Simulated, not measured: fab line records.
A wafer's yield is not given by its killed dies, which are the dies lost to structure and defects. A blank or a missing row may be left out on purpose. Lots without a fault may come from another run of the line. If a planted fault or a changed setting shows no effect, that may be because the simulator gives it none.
Matching of chambers    flow n5-finfet    4 sister chambers for N5_BEOL_M0_STRIP_142 on rie-diel-01
The step strips in N2/H2, time 10 s. 16 wafers are shown with their chamber, then 8 later ones without.

WAFERS WITH THEIR CHAMBER
wafer   chamber  drypump-motor-current-A (A)  throttle-valve-pct (%)  oes-product-au (a.u.)
L082.1  0        5.1                          23.8                    0.87
L082.3  2        5.9                          24.1                    0.68
L082.5  3        5.5                          23.8                    0.86
L083.1  3        5.5                          23.8                    0.85
L083.3  0        5.1                          23.8                    0.87
L083.5  3        5.5                          23.8                    0.84
L085.1  0        5.1                          23.8                    0.86
L085.4  2        5.8                          24.1                    0.67
L085.5  1        5.6                          24.4                    0.74
L086.2  0        5.1                          23.8                    0.86
L086.5  2        5.8                          24.1                    0.67
L086.6  3        5.5                          23.8                    0.83
L088.2  3        5.5                          23.8                    0.83
L088.4  2        5.9                          24.1                    0.67
L088.6  1        5.6                          24.3                    0.73
L087.1  2        5.8                          24.1                    0.67

SIGNATURES (means of the wafers above)
reading                  chamber 0  chamber 1  chamber 2  chamber 3  scatter within a chamber
drypump-motor-current-A  5.100      5.600      5.840      5.500      0.0316
throttle-valve-pct       23.800     24.350     24.100     23.800     0.0204
oes-product-au           0.8650     0.7350     0.6720     0.8420     0.00871
Rule: a wafer lies at a distance from a chamber equal to the root of the sum of squares, over the readings, of (its reading less the chamber's mean, divided by the reading's scatter). If the next closest chamber is less than 2 further off than the closest, the wafer can't be placed; otherwise it belongs to the closest. The scatter: take each reading less its chamber's mean, square it, sum over the shown wafers, divide by the number of wafers less the number of chambers, and take the root.

WAFERS WHOSE CHAMBER IS MISSING
wafer   drypump-motor-current-A (A)  throttle-valve-pct (%)  oes-product-au (a.u.)
L087.4  5.9                          24.1                    0.66
L087.5  5.5                          23.8                    0.83
L092.3  5.5                          23.8                    0.82
L092.4  5.1                          23.8                    0.85
L092.5  5.8                          23.9                    0.98
L094.1  5.6                          24.4                    0.72
L094.2  5.1                          23.8                    0.84
L094.4  5.8                          23.9                    0.95

THE CHAMBER EACH PASSED THROUGH
wafer    from the rows above   in truth
L087.4   2                     2
L087.5   3                     3
L092.3   3                     3
L092.4   0                     0
L092.5   3                     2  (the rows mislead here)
L094.1   1                     1
L094.2   0                     0
L094.4   3                     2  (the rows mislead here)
6 of 8 placed correctly. Number that these rows cannot place: 0. 2 placed wrongly.
